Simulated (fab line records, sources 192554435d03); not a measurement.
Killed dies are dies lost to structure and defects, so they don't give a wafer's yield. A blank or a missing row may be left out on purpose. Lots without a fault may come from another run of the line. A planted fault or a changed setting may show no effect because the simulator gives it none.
fab line records | flow n5_finfet | part 2 of 2: steps 5 to 6 of 6
record lots=22 wafers=66 last_day=19
route steps=1938 shown HKMG_FIN@398
lots that met no fault: from a run of the same line without faults
start_h: hours from the record's first day to the start of the lot's first wafer shown | wait_h: hours since the lot's step before | " the same as in the row above | L1.1+2: a row that stands for several wafers | - no value, or no start given | * or withheld: withheld | < > ~ a bound
route shown NAME@n: a module of which the file shows steps, and the number in the route of the first | usual: mean/standard deviation of fault-free wafers | same: alike in all rows | chamber/n: place in a boat | sites: the reading at each site | _std_site: their standard deviation | _edge_site: outer sites' mean less inner sites' | radius_mm: how far each site lies from the wafer's centre | mask NAME#n: copy n | behind: the tool/chamber that last shaped the wafer | hold: why the lot was held/for how many hours/how that ended | device: the transistor (n, p or np) that didn't switch | end of line: the same wafers' tests at the end of the route | a step without rows: its recipe alone | killed: dies lost to structure and defects at the first sort, not the wafer's yield | map: a wafer's dies, x killed, . not, _ none there
set.NAME: the setting as run; set.NAME@STEP: as run at that earlier step | model.NAME: the simulator's own value behind a step, which no gauge read
steps of the route over a sample of lots; a table a step, a row a wafer
services: from which hour (start_h, from the record's first day; less than 0 if before it) a tool's chamber was out of use, for how many hours, and why
## steps
# step N5_HKMG_FIN_STRIP_88
# recipe chemistry=N2/H2 power_w=2500 temp_c=300 h2_frac=0.65 time_s=360 pressure_mtorr=withheld n2_flow_sccm=1750 h2_flow_sccm=3250
# usual drypump_motor_current_A=6.18/0.2 heater_power_w=496/43
# same time_s=360
# columns lot.wafer tool chamber start_h wait_h drypump_motor_current_A heater_power_w rf_hours_counter_h
L074.2 plasma_asher-02 0 76.23 0.0 5.97 435 97
L074.3 " 0 " " 5.98 420 -
L074.6 " 0 " " 5.96 429 -
L076.2 plasma_asher-02 0 89.43 0.1 5.95 429 100
L076.5 " 1 " " 6.53 546 -
L076.6 " 0 " " 5.98 423 -
L077.1 plasma_asher-01 1 96.01 0.0 6.11 506 37
L077.5 " 1 " " 6.12 495 -
L077.6 " 0 " " 6.13 516 -
L079.3 plasma_asher-02 1 108.59 0.2 6.56 546 -
L079.4 " 0 " " 5.94 432 -
L079.6 " 1 " " 6.53 538 -
L080.3 plasma_asher-01 1 112.59 0.1 6.13 514 -
L080.4 " 0 " " 6.09 514 -
L080.5 " 1 " " 6.13 496 -
L081.2 plasma_asher-02 1 120.53 0.0 6.54 550 105
L081.4 " 1 " " 6.53 547 -
L081.5 " 0 " " 5.95 430 -
L082.1 plasma_asher-01 0 127.29 0.0 6.12 503 44
L082.2 " 1 " " 6.12 489 44
L082.5 " 0 " " 6.11 512 -
L083.3 plasma_asher-01 0 129.20 0.1 6.13 522 -
L083.5 " 1 " " 6.10 503 -
L083.6 " 0 " " 6.11 507 -
L084.2 plasma_asher-01 0 140.46 0.0 6.13 513 47
L084.4 " 0 " " 6.12 512 -
L084.6 " 0 " " 6.14 505 -
L085.3 plasma_asher-02 1 144.44 0.2 6.53 555 -
L085.4 " 0 " " 6.00 431 -
L085.5 " 0 " " 6.00 414 -
L087.1 plasma_asher-01 0 177.37 0.0 6.12 510 51
L087.2 " 1 " " 6.11 487 51
L087.3 " 1 " " 6.10 505 -
L086.3 plasma_asher-01 1 180.73 0.1 6.13 499 -
L086.4 " 0 " " 6.13 519 -
L086.6 " 0 " " 6.13 525 -
L088.1 plasma_asher-01 1 181.21 0.0 6.13 492 52
L088.4 " 1 " " 6.12 509 -
L088.6 " 0 " " 6.10 511 -
L089.1 plasma_asher-01 1 182.79 0.0 6.12 499 53
L089.2 " 0 " " 6.11 509 53
L089.3 " 1 " " 6.11 503 -
L090.3 plasma_asher-02 1 183.26 0.1 6.52 558 -
L090.4 " 0 " " 5.99 420 -
L090.6 " 1 " " 6.53 563 -
L093.1 plasma_asher-01 1 209.97 0.0 6.12 504 57
L093.5 " 0 " " 6.12 517 -
L093.6 " 1 " " 6.14 495 -
L091.2 plasma_asher-02 0 214.54 0.0 6.00 412 120
L091.4 " 0 " " 5.98 423 -
L091.6 " 1 " " 6.52 543 -
L094.2 plasma_asher-01 0 216.05 0.0 6.11 514 59
L094.3 " 1 " " 6.13 506 -
L094.6 " 0 " " 6.13 513 -
L095.2 plasma_asher-02 1 218.59 0.0 6.54 549 121
L095.3 " 1 " " 6.54 557 -
L095.4 " 0 " " 5.97 425 -
L092.4 plasma_asher-01 0 219.10 0.1 6.14 514 -
L092.5 " 1 " " 6.13 504 -
L092.6 " 0 " " 6.12 521 -
L096.1 plasma_asher-02 1 221.19 0.0 6.52 536 123
L096.3 " 0 " " 6.00 424 -
L096.5 " 1 " " 6.52 548 -
L097.1 plasma_asher-02 0 227.14 0.0 5.97 425 124
L097.2 " 1 " " 6.54 541 124
L097.3 " 1 " " 6.57 553 -
# step N5_HKMG_FIN_STRIP_90
# recipe chemistry=N2/H2 material=SOC time_s=20 power_w=500 temp_c=40 pressure_mtorr=50 rf_frequency_hz=6e+07 bias_power_w=8 h2_frac=0.5 n2_flow_sccm=300 h2_flow_sccm=300
# usual drypump_motor_current_A=5.7/0.45 oes_product_au=0.78/0.069 rf_vpp_V=54.3/0.91 showerhead_plenum_p_Torr=3.39/0.12 throttle_valve_pct=18.95/0.28
# same time_s=20
# columns lot.wafer tool chamber start_h wait_h drypump_motor_current_A oes_product_au rf_hours_counter_h rf_vpp_V showerhead_plenum_p_Torr throttle_valve_pct
L074.2 rie_diel-06 2 77.11 0.0 4.9 0.70 201 53.3 3.33 18.76
L074.3 " 1 " " 5.8 0.78 105 53.5 3.26 18.82
L074.6 " 1 " " 5.8 0.79 - 53.1 3.26 18.82
L076.2 rie_diel-04 3 90.33 0.0 5.8 0.82 123 53.8 3.22 18.72
L076.5 " 1 " " 5.9 0.76 - 55.4 3.49 18.89
L076.6 " 2 " " 5.8 0.84 - 53.9 3.43 19.39
L077.1 rie_diel-04 0 96.89 0.0 4.8 0.85 47 54.4 3.40 19.07
L077.5 " 2 " " 5.8 0.84 - 54.7 3.43 19.39
L077.6 " 1 " " 6.0 0.75 - 53.6 3.49 18.90
L079.3 rie_diel-05 0 109.35 0.0 6.5 0.76 141 55.3 3.24 18.66
L079.4 " 3 " " 5.6 0.71 - 54.4 3.44 18.87
L079.6 " 0 " " 6.5 0.76 - 53.8 3.24 18.66
L080.3 rie_diel-05 0 113.35 0.0 6.5 0.76 143 53.0 3.24 18.66
L080.4 " 1 " " 5.1 0.71 - 54.5 3.44 18.87
L080.5 " 3 " " 5.6 0.71 - 54.6 3.44 18.90
L081.2 rie_diel-05 3 121.41 0.0 5.6 0.70 203 54.4 3.44 18.90
L081.4 " 0 " " 6.4 0.75 - 52.5 3.23 18.68
L081.5 " 1 " " 5.1 0.70 - 54.4 3.44 18.88
L082.1 rie_diel-05 1 128.17 0.0 5.2 0.69 233 54.4 3.44 18.88
L082.2 " 2 " " 5.2 1.02 0 52.4 3.55 18.01
L082.5 " 2 " " 5.2 1.01 - 54.9 3.55 18.00
L083.3 rie_diel-04 3 130.00 0.0 5.8 0.79 137 54.9 3.22 18.76
L083.5 " 1 " " 6.0 0.75 - 54.5 3.48 18.92
L083.6 " 2 " " 5.8 0.83 - 55.2 3.42 19.40
L084.2 rie_diel-06 0 141.35 0.0 5.8 0.95 15 54.4 3.58 19.37
L084.4 " 2 " " 4.9 0.68 227 53.2 3.32 18.78
L084.6 " 0 " " 5.9 0.95 - 54.9 3.58 19.36
L085.3 rie_diel-06 2 145.20 0.0 5.0 0.68 228 54.5 3.31 18.81
L085.4 " 1 " " 5.8 0.76 132 52.7 3.24 18.88
L085.5 " 1 " " 5.8 0.75 - 54.5 3.24 18.87
L087.1 rie_diel-06 0 178.25 0.0 5.9 0.94 25 54.0 3.58 19.38
L087.2 " 1 " " 5.8 0.76 140 54.5 3.24 18.89
L087.3 " 2 " " 5.0 0.68 237 53.8 3.31 18.81
L086.3 rie_diel-04 3 181.71 0.0 5.8 0.79 154 53.8 3.21 18.78
L086.4 " 0 " " 4.8 0.82 77 54.8 3.38 19.13
L086.6 " 3 " " 5.8 0.79 - 53.3 3.21 18.78
L088.1 rie_diel-04 0 182.12 0.0 4.8 0.81 77 53.3 3.38 19.12
L088.4 " 2 " " 5.8 0.81 87 53.8 3.41 19.42
L088.6 " 3 " " 5.8 0.78 - 53.8 3.21 18.80
L089.1 rie_diel-04 1 183.72 0.0 5.9 0.73 177 55.3 3.47 18.94
L089.2 " 0 " " 4.7 0.82 79 54.2 3.38 19.13
L089.3 " 3 " " 5.8 0.78 156 55.9 3.21 18.78
L090.3 rie_diel-04 2 184.02 0.0 5.8 0.81 89 54.3 3.41 19.44
L090.4 " 3 " " 5.8 0.78 156 53.7 3.21 18.79
L090.6 " 3 " " 5.8 0.79 - 52.1 3.21 18.78
L093.1 rie_diel-04 3 210.85 0.0 5.8 0.78 164 54.6 3.20 18.82
L093.5 " 0 " " 4.8 0.81 - 53.0 3.38 19.15
L093.6 " 1 " " 5.9 0.73 - 54.3 3.47 18.97
L091.2 rie_diel-06 0 215.42 0.0 5.8 0.92 40 55.9 3.57 19.41
L091.4 " 3 " " 6.0 0.78 - 54.0 3.52 18.72
L091.6 " 1 " " 5.8 0.75 - 53.4 3.23 18.90
L094.2 rie_diel-06 3 216.98 0.0 6.1 0.78 135 54.5 3.51 18.72
L094.3 " 1 " " 5.8 0.75 150 53.5 3.23 18.91
L094.6 " 1 " " 5.8 0.75 - 54.6 3.23 18.91
L095.2 rie_diel-04 1 219.55 0.0 5.9 0.73 189 55.0 3.46 18.97
L095.3 " 2 " " 5.8 0.79 102 54.6 3.41 19.44
L095.4 " 3 " " 5.8 0.77 169 53.7 3.20 18.81
L092.4 rie_diel-04 0 219.86 0.0 4.8 0.80 92 54.8 3.37 19.15
L092.5 " 1 " " 5.9 0.71 - 53.7 3.46 18.98
L092.6 " 0 " " 4.8 0.80 - 54.5 3.37 19.15
L096.1 rie_diel-06 3 222.07 0.0 6.0 0.77 138 54.5 3.51 18.72
L096.3 " 1 " " 5.8 0.75 153 55.7 3.23 18.90
L096.5 " 0 " " 5.9 0.90 - 54.5 3.57 19.42
L097.1 rie_diel-05 0 228.15 0.0 6.5 0.72 184 53.6 3.22 18.73
L097.2 " 3 " " 5.5 0.68 245 56.6 3.42 18.98
L097.3 " 1 " " 5.2 0.93 13 54.1 3.42 18.54
## services
# columns tool chamber start_h hours kind
rie_diel-06 0 65.14 - clean
rie_diel-06 0 65.14 - consumable_replace:focus_ring
rie_diel-06 0 65.14 - consumable_replace:showerhead
rie_diel-06 0 65.14 31.0 scheduled_down
rie_diel-06 0 65.14 31.0 vent_cycle
rie_diel-04 1 72.66 7.5 repair
plasma_asher-02 - 81.42 2.8 pm
rie_diel-05 2 89.97 4.8 repair
rie_diel-05 2 95.16 - clean
rie_diel-05 2 95.16 - consumable_replace:focus_ring
rie_diel-05 2 95.16 - consumable_replace:showerhead
rie_diel-05 2 95.16 32.9 scheduled_down
rie_diel-04 1 106.99 5.1 repair
rie_diel-05 0 147.50 7.9 repair
rie_diel-04 2 158.73 9.8 repair
plasma_asher-01 - 163.39 2.4 repair
rie_diel-05 2 186.93 18.4 repair
rie_diel-06 1 194.90 14.0 repair
rie_diel-06 2 211.29 - clean
rie_diel-06 2 211.29 - consumable_replace:focus_ring
rie_diel-06 2 211.29 18.5 scheduled_down
rie_diel-06 2 211.29 18.5 vent_cycle
rie_diel-04 2 221.50 5.6 repair
rie_diel-04 2 227.60 7.5 repair
